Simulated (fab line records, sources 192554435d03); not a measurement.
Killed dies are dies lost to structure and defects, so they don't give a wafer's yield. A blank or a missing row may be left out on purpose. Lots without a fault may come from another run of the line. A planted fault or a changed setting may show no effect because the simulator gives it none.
Chamber matching | flow n5_finfet | N5_BEOL_M9_PECVD_70 on pecvd-01: 3 sister chambers
The step deposits SiO2 from TEOS/O2, target thk 20 nm, time 22.7 s. 3 wafers are shown with their chamber, then 12 later ones without.

WAFERS WITH THEIR CHAMBER
wafer  | chamber | throttle_valve_pct (%)
L086.3 | 2       | 21.1
L087.2 | 1       | 22.9
L087.5 | 0       | 23.5

WAFERS WITHOUT THEIR CHAMBER
wafer  | throttle_valve_pct (%)
L092.3 | 21.2
L092.4 | 21.3
L092.5 | 23.4
L091.2 | 21.6
L091.4 | 23.4
L091.6 | 22.8
L095.2 | 23.3
L095.3 | 21.4
L095.6 | 21.6
L097.1 | 22.8
L097.2 | 21.4
L097.4 | 23.0

WHICH CHAMBER EACH WENT THROUGH
wafer  | from the rows above     | in truth
L092.3 | 2                       | 2
L092.4 | 2                       | 2
L092.5 | can't be placed: 0 or 1 | 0
L091.2 | 2                       | 2
L091.4 | can't be placed: 0 or 1 | 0
L091.6 | 1                       | 1
L095.2 | can't be placed: 0 or 1 | 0
L095.3 | 2                       | 2
L095.6 | 2                       | 2
L097.1 | 1                       | 1
L097.2 | 2                       | 2
L097.4 | can't be placed: 1 or 0 | 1
Placed correctly: 8 of 12. Can't be placed from these rows: 4 (the true chamber is among the candidates in 4). Placed wrongly: 0.
How it was worked out, from the rows above alone: a wafer's distance from a chamber is the root of the sum, over the readings, of the square of ((its reading less the chamber's mean) divided by the reading's scatter). The wafer belongs to the nearest chamber; if the next one is less than 2 further off, it can't be placed. A chamber's mean is the mean of its shown wafers. The scatter: with one shown wafer a chamber, the root of the mean of the squares of how far each hidden wafer lies from its nearest shown one.
